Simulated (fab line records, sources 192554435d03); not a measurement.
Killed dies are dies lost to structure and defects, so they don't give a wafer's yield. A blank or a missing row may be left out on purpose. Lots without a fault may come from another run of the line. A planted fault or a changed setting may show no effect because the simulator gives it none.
A struck lot beside a sound one | flow n5_finfet | 40 steps out of a route of 1938
Sound: wafers L953.1, L953.3, L953.5. Struck: wafers L962.1, L962.2, L962.3. The cause comes at the end.
At each step with rows: each side's tool, then ch and its chambers, then its first start. Under that, the readings that differ: sound wafers | struck wafers | difference of the means | sigmas: that difference in standard deviations of wafers without a fault.
alike: readings whose means differ by less than 2 such deviations, and words and numbers that are the same on both sides. not compared: withheld readings, readings that some wafer has no value for, bounds like >300 that may hide the same value, and numbers for which the record gives no deviation and whose values overlap.
The two part at a step that has a row with sigmas, a row that says differs or no value, or rows on one side only. Numbers that don't overlap but have no deviation are shown without sigmas and don't part them. A reading that every wafer of one side lacks parts them only if that side has two wafers or more.

first, 12 steps without rows for these wafers: N5_STI_FIN_REVEAL_ETCHBACK_08 (etches SiO2 in C4F6/O2, target depth 30.5 nm, time 10.167 s); N5_STI_FIN_REVEAL_STRIP_24 (strips in N2/H2, time 90 s); N5_STI_FIN_REVEAL_PRECLEAN_25 (cleans in SPM, time 90 s); N5_STI_FIN_REVEAL_PRECLEAN_26 (cleans in SC1, time 45 s); N5_STI_FIN_REVEAL_PRECLEAN_29 (cleans in DHF, time 30 s); N5_STI_FIN_REVEAL_SRD_12 (time 30 s); N5_STI_FIN_REVEAL_RECESS_09 (chemistry HF/NH3, target SiO2, afs cycles 11, target depth 42.5 nm, sublimation time 60 s); N5_STI_FIN_REVEAL_STRIP_16 (strips SiNx in H3PO4, target depth 23.8 nm); N5_STI_FIN_REVEAL_PRECLEAN_17 (cleans in NF3:NH3, afs cycles 1, time 20 s, sublimation time 60 s); N5_STI_FIN_REVEAL_ETCH_34 (etches Si in H2, material Si, target depth 0.97 nm); N5_STI_FIN_REVEAL_OXIDATION_31 (chemistry O2 PLASMA REMOTE, time 20 s); N5_STI_FIN_REVEAL_PRECLEAN_32 (cleans in NF3:NH3, afs cycles 1, time 20 s, sublimation time 60 s).
N5_STI_FIN_REVEAL_STRIP_35: strips Si3N4 in H3PO4, target depth 4 nm, time 39 s.
  sound on wet_bench-02 ch 1,2,7, day 2 14:01; struck on wet_bench-03 ch 2,6,7, day 4 19:39
  no value came back on the struck wafers for bath_guard_temp_C (C), bath_heat_duty_pct (%); on the sound wafers bath_guard_temp_C (C) reads 164.6 165.0 164.7
  reading                                             | sound       | struck | difference | sigmas
  model.Si_of_PMOS_HMC_CHANNEL_EPI_EPI_26.thk_nm (nm) | 2.6 2.6 2.6 | 3 3 3  | +0         |
then, 2 steps without rows for these wafers: N5_STI_FIN_REVEAL_SRD_21 (time 30 s); N5_STI_FIN_REVEAL_OXIDATION_33 (chemistry O2 PLASMA REMOTE, time 20 s).
N5_STI_FIN_REVEAL_CLEAN_19: cleans in O3/DIW, time 120 s.
  sound on wet_bench-04 ch 2,5,6, day 2 14:10; struck on wet_bench-04 ch 1,2,5, day 4 19:47
  reading                                             | sound       | struck      | difference | sigmas
  model.Si_of_PMOS_HMC_CHANNEL_EPI_EPI_26.thk_nm (nm) | 2.4 2.4 2.4 | 2.8 2.8 2.8 | +0.4       |
  alike: bath_heat_duty_pct
then, 1 step without rows for these wafers: N5_STI_FIN_REVEAL_SRD_23 (time 30 s).
N5_STI_FIN_REVEAL_FIN_H_MEAS_10:
  sound on ocd-02, day 2 14:16; struck on ocd-02, day 4 19:54
  reading              | sound          | struck         | difference | sigmas
  trench_depth_nm (nm) | 52.0 52.0 52.8 | 49.1 48.3 47.3 | -4.0       | -6
then, 20 steps without rows for these wafers: N5_STI_FIN_REVEAL_PRECLEAN_18 (cleans in SC2, time 45 s); N5_STI_FIN_REVEAL_SRD_28 (time 30 s); N5_DUMMY_GATE_PRECLEAN_00 (cleans in O3/DIW, time 60 s); N5_DUMMY_GATE_SRD_01 (time 30 s); N5_DUMMY_GATE_ALD_02 (deposits SiO2, target thk 2 nm, pulse time 1 s); N5_DUMMY_GATE_CVD_03 (deposits a-Si from SiH4, target thk 150 nm, time 8042 s); N5_DUMMY_GATE_PRECLEAN_46 (cleans in DIW, time 89.5 s); N5_DUMMY_GATE_SRD_47 (dry time 32 s); N5_DUMMY_GATE_CMP_04 (polishes a-Si); N5_DUMMY_GATE_HM_DEP_06 (deposits SiNx from DCS/NH3, target thk 80 nm, time 5141 s); N5_DUMMY_GATE_PECVD_30 (deposits SiO2 from TEOS/O2, target thk 55 nm, time 10.8 s); N5_DUMMY_GATE_COAT_34 (time 60 s, resist thk 60 nm); N5_DUMMY_GATE_COAT_35 (time 60 s, resist thk 10 nm); N5_DUMMY_GATE_COAT_28 (time 60 s, resist thk 10 nm); N5_DUMMY_GATE_COAT_09 (resist thk 30 nm); N5_DUMMY_GATE_EBR_11; N5_DUMMY_GATE_SOFTBAKE_10 (time 60 s); N5_DUMMY_GATE_EXPOSE_12 (exposes mask GATE, target cd 25 nm); N5_DUMMY_GATE_PEB_13 (peb time 60 s); N5_DUMMY_GATE_DEVELOP_14 (develop time 30 s).
-- the record jumps here: 6 days lie between the struck wafers' starts before and after (it left off in module DUMMY_GATE and takes up again in module BEOL_M4, whose first step shown is number 1111 of the route) --
N5_BEOL_M4_RC_MEAS_101:
  sound on prober-01 ch 0, day 7 15:47; struck on prober-01 ch 0, day 11 02:23
  reading            | sound          | struck         | difference | sigmas
  DIBL_N (mV/V)      | 37.7 35.2 37.9 | 42.3 41.1 48.7 | +7.1       | +4
  DIBL_P (mV/V)      | 37.1 34.2 38.5 | 40.2 40.9 44.7 | +5.3       | +2
  IOFF_N (nA/um)     | 0.19 0.14 0.20 | 0.34 0.32 0.97 | +0.37      | +10
  IOFF_N_85C (nA/um) | 3.5 2.7 3.6    | 5.9 5.6 14.5   | +5.4       | +9
  IOFF_P (nA/um)     | 0.26 0.21 0.29 | 0.27 0.34 0.49 | +0.11      | +3
  IOFF_P_85C (nA/um) | 4.4 3.6 4.8    | 4.5 5.5 7.4    | +1.5       | +3
  ION_N (uA/um)      | 683 676 688    | 653 653 647    | -31        | -2
  ION_P (uA/um)      | 470 467 477    | 437 442 433    | -34        | -5
  SS_N (mV/dec)      | 71.3 71.1 71.5 | 75.5 74.5 85.3 | +7.1       | +12
  SS_P (mV/dec)      | 73.7 72.2 73.8 | 74.7 75.4 78.1 | +2.8       | +4
  alike: VT_N, VT_P
-- the record jumps here: 4 days lie between the struck wafers' starts before and after (it left off in module BEOL_M4 and takes up again in module PASSIVATION, whose first step shown is number 1936 of the route) --
N5_PASSIVATION_PROBE_49:
  sound on prober-01, day 12 02:49; struck on prober-02, day 15 11:01
  reading                | sound          | struck          | difference | sigmas
  sort_bin_4_leakage (%) | 0 0 0          | 2.03 1.19 90.93 | +31.38     | +99 or more
  sort_n_pass            | 1084 1092 1117 | 1044 1069 0     | -393       | -23
  sort_yield_pct (%)     | 91.9 92.5 94.7 | 88.5 90.6 0     | -33.3      | -24
  alike: defect_limited_yield, killed_at_M0_to_M3, killed_at_M4_up, killed_at_contacts, killed_at_front_end, killed_at_other, killed_dies, killed_open, killed_short, sort_bin_5_function, sort_bin_6_memory
  not compared: sort_bin_8_speed

WHERE THEY PART
First at N5_STI_FIN_REVEAL_STRIP_35; last, within this record, at N5_PASSIVATION_PROBE_49.

WHY: what the simulator had put in
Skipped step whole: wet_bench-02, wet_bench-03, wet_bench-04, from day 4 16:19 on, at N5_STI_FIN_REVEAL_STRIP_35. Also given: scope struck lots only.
